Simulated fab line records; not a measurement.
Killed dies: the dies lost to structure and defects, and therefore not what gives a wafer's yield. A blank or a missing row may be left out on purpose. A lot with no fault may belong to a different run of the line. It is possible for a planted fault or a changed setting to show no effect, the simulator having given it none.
Chamber matching + flow nand harc + NHARC_A_STAIRCASE_DEP_417 on pecvd-04: 3 sister chambers
The step deposits Si3N4, target thk 60 nm. 3 wafers are shown with their chamber, then 7 later ones without.

== WAFERS PAIRED WITH THEIR CHAMBERS ==
| wafer  | chamber | heater power w (W) |
|--------|---------|--------------------|
| L088.5 | 0       | 627                |
| L087.1 | 2       | 745                |
| L087.3 | 1       | 556                |

== WAFERS WHOSE CHAMBER IS MISSING ==
| wafer  | heater power w (W) |
|--------|--------------------|
| L087.5 | 670                |
| L089.1 | 626                |
| L089.3 | 493                |
| L089.6 | 649                |
| L097.3 | 800                |
| L097.4 | 825                |
| L097.6 | 498                |

== WHICH CHAMBER EACH WENT THROUGH ==
| wafer  | from the rows above          | in truth |
|--------|------------------------------|----------|
| L087.5 | can't be placed: 0 or 2 or 1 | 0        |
| L089.1 | can't be placed: 0 or 1      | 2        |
| L089.3 | can't be placed: 1 or 0      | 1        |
| L089.6 | can't be placed: 0 or 1 or 2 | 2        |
| L097.3 | 2                            | 2        |
| L097.4 | 2                            | 2        |
| L097.6 | can't be placed: 1 or 0      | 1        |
Placed correctly: 2 of 7. These rows do not allow placing 5 (true chamber among the candidates in 4). 0 placed wrongly.
How it was worked out, from the rows above alone: a wafer's distance from a chamber is the root of the sum, over the readings, of the square of ((its reading less the chamber's mean) divided by the reading's scatter). The wafer belongs to the nearest chamber; if the next one is less than 2 further off, it can't be placed. For every chamber, the mean is computed from those of its wafers that are shown. The scatter: with one shown wafer a chamber, the root of the mean of the squares of how far each hidden wafer lies from its nearest shown one.
